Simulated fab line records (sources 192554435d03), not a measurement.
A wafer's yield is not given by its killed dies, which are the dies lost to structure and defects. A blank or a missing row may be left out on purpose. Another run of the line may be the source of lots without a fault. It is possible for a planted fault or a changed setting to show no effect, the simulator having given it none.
Matching of chambers :: flow n5 finfet :: N5_PASSIVATION_DESCUM_46 on rie diel-01: 4 sister chambers
The step chemistry O2, time 7.9 s. 8 wafers are shown with their chamber, then 7 later ones without.

== WAFERS, EACH WITH ITS CHAMBER ==
wafer: L076.4
chamber: 0
drypump motor current A (A): 5.1
showerhead plenum p Torr (Torr): 2.13

wafer: L082.3
chamber: 1
drypump motor current A (A): 5.6
showerhead plenum p Torr (Torr): 2.15

wafer: L082.5
chamber: 2
drypump motor current A (A): 5.9
showerhead plenum p Torr (Torr): 2.21

wafer: L085.1
chamber: 2
drypump motor current A (A): 5.8
showerhead plenum p Torr (Torr): 2.20

wafer: L085.4
chamber: 0
drypump motor current A (A): 5.1
showerhead plenum p Torr (Torr): 2.13

wafer: L085.5
chamber: 3
drypump motor current A (A): 5.5
showerhead plenum p Torr (Torr): 2.11

wafer: L089.2
chamber: 3
drypump motor current A (A): 5.6
showerhead plenum p Torr (Torr): 2.10

wafer: L089.4
chamber: 1
drypump motor current A (A): 5.6
showerhead plenum p Torr (Torr): 2.15

== WAFERS MISSING THEIR CHAMBER ==
wafer: L089.6
drypump motor current A (A): 5.6
showerhead plenum p Torr (Torr): 2.10

wafer: L095.1
drypump motor current A (A): 5.1
showerhead plenum p Torr (Torr): 2.12

wafer: L095.4
drypump motor current A (A): 5.6
showerhead plenum p Torr (Torr): 2.15

wafer: L095.5
drypump motor current A (A): 5.8
showerhead plenum p Torr (Torr): 2.20

wafer: L096.1
drypump motor current A (A): 5.8
showerhead plenum p Torr (Torr): 2.20

wafer: L096.2
drypump motor current A (A): 5.2
showerhead plenum p Torr (Torr): 2.12

wafer: L096.3
drypump motor current A (A): 5.5
showerhead plenum p Torr (Torr): 2.14

== CHAMBER TAKEN BY EACH ==
wafer: L089.6
from the rows above: 3
in truth: 3

wafer: L095.1
from the rows above: 0
in truth: 0

wafer: L095.4
from the rows above: 1
in truth: 1

wafer: L095.5
from the rows above: 2
in truth: 2

wafer: L096.1
from the rows above: 2
in truth: 2

wafer: L096.2
from the rows above: 0
in truth: 0

wafer: L096.3
from the rows above: 1
in truth: 1
7 of 7 placed correctly. Left unplaced by these rows: 0. Wrongly placed: 0.
How it was worked out, from the rows above alone: a wafer's distance from a chamber is the root of the sum, over the readings, of the square of ((its reading less the chamber's mean) divided by the reading's scatter). The wafer belongs to the nearest chamber; if the next one is less than 2 further off, it can't be placed. Each chamber's mean is taken over the wafers shown for it. The scatter: the root of (the sum of the squares of (reading less its chamber's mean) over the shown wafers, divided by (wafers less chambers)).
